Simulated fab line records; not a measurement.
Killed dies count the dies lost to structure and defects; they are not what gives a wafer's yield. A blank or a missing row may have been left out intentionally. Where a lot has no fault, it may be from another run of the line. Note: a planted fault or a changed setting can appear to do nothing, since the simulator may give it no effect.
The same fault as seen by 3 desks / flow n5 finfet / only its own numbers are on each desk; what lay behind them is given at the end

## METROLOGY DESK
What the gauges read for every lot (on any tool): the sampled wafers with a number, averaged. Marked OUT: a lot whose mean sits more than 4 standard deviations from the usual mean, which makes it out of limits; the brackets give that distance. Shown here are 7 of its 10 readings, the ones lying furthest out on some lot.
Columns: A = DIBL_N at N5_BEOL_M4_RC_MEAS_101, usual 35.0 mV/V; B = DIBL_P at N5_BEOL_M4_RC_MEAS_101, usual 35.4 mV/V; C = IOFF_N at N5_BEOL_M4_RC_MEAS_101, usual 0.14 nA/um; D = IOFF_P at N5_BEOL_M4_RC_MEAS_101, usual 0.20 nA/um; E = SS_N at N5_BEOL_M4_RC_MEAS_101, usual 71.2 mV/dec; F = SS_P at N5_BEOL_M4_RC_MEAS_101, usual 73.1 mV/dec; G = VT_P at N5_BEOL_M4_RC_MEAS_101, usual -251 mV
lot=L451; first seen here=day 8 04:15; A=33.2; B=35.0; C=0.13; D=0.20; E=70.3; F=72.8; G=-249
lot=L452; first seen here=day 8 04:34; A=35.5; B=36.4; C=0.16; D=0.22; E=71.5; F=73.6; G=-250
lot=L453; first seen here=day 8 07:59; A=35.6; B=34.3; C=0.16; D=0.21; E=71.6; F=73.4; G=-248
lot=L455; first seen here=day 8 18:08; A=40.2; B=41.9; C=0.24; D=0.30; E=72.5; F=74.6; G=-246
lot=L458; first seen here=day 9 12:47; A=36.3; B=36.3; C=0.15; D=0.23; E=71.3; F=73.5; G=-249
lot=L466; first seen here=day 11 19:07; A=35.4; B=33.5; C=0.13; D=0.16; E=70.9; F=73.0; G=-255
lot=L468; first seen here=day 12 12:14; A=33.3; B=34.6; C=0.13; D=0.18; E=71.4; F=72.7; G=-255
lot=L469; first seen here=day 12 18:01; A=37.5; B=39.3; C=0.20; D=0.28; E=72.0; F=73.9; G=-246
lot=L473; first seen here=day 13 14:25; A=34.7; B=37.8; C=0.15; D=0.21; E=71.7; F=73.5; G=-250
lot=L474; first seen here=day 13 23:25; A=34.2; B=35.0; C=0.12; D=0.18; E=70.8; F=73.2; G=-254
This desk's verdict: no lot among the 10 shows anything out of limits.

## THE TOOL OWNER'S DESK: ald metal-03
The tool's own readings at N5_MOL_CONTACT_COAG_ALD_20 (deposits TiN, target thk 1.5 nm, pulse time 1 s, purge time 3 s): means of the sampled wafers that have a number, for each lot that ran on this tool. Marked OUT: a lot whose mean sits more than 4 standard deviations from the usual mean, which makes it out of limits; the brackets give that distance.
Columns: A = heater power w at N5_MOL_CONTACT_COAG_ALD_20, usual 888 W; B = precursor pulse height rel at N5_MOL_CONTACT_COAG_ALD_20, usual 0.995
lot=L453; first seen here=day 5 07:07; A=806; B=0.993
lot=L455; first seen here=day 5 19:26; A=932; B=0.992
lot=L473; first seen here=day 10 05:01; A=826; B=0.992
lot=L474; first seen here=day 10 17:51; A=835; B=0.989
This desk's verdict: no lot among the 4 shows anything out of limits.

## THE DEFECT DESK
Inspection counts along the route, by lot: the mean over sampled wafers that carry a number. Marked OUT: a lot whose mean sits more than 4 standard deviations from the usual mean, which makes it out of limits; the brackets give that distance.
Columns: A = raw defect count at N5_MOL_CONTACT_COAG_INSPECT_10, usual 70
lot=L451; first seen here=day 4 14:41; A=60
lot=L452; first seen here=day 4 20:35; A=107
lot=L453; first seen here=day 5 04:13; A=61
lot=L455; first seen here=day 5 17:55; A=68
lot=L458; first seen here=day 6 09:35; A=66
lot=L466; first seen here=day 8 08:22; A=43
lot=L468; first seen here=day 8 22:33; A=101
lot=L469; first seen here=day 9 05:30; A=40
lot=L473; first seen here=day 10 03:44; A=53
lot=L474; first seen here=day 10 16:31; A=48
This desk's verdict: no lot among the 10 shows anything out of limits.

## ALL TOGETHER
From the metrology desk's view, nothing was out of limits.
Nothing out of limits was seen by the tool owner's desk.
The defect desk saw nothing out of limits.

## WHAT THE SIMULATOR HAD PUT IN
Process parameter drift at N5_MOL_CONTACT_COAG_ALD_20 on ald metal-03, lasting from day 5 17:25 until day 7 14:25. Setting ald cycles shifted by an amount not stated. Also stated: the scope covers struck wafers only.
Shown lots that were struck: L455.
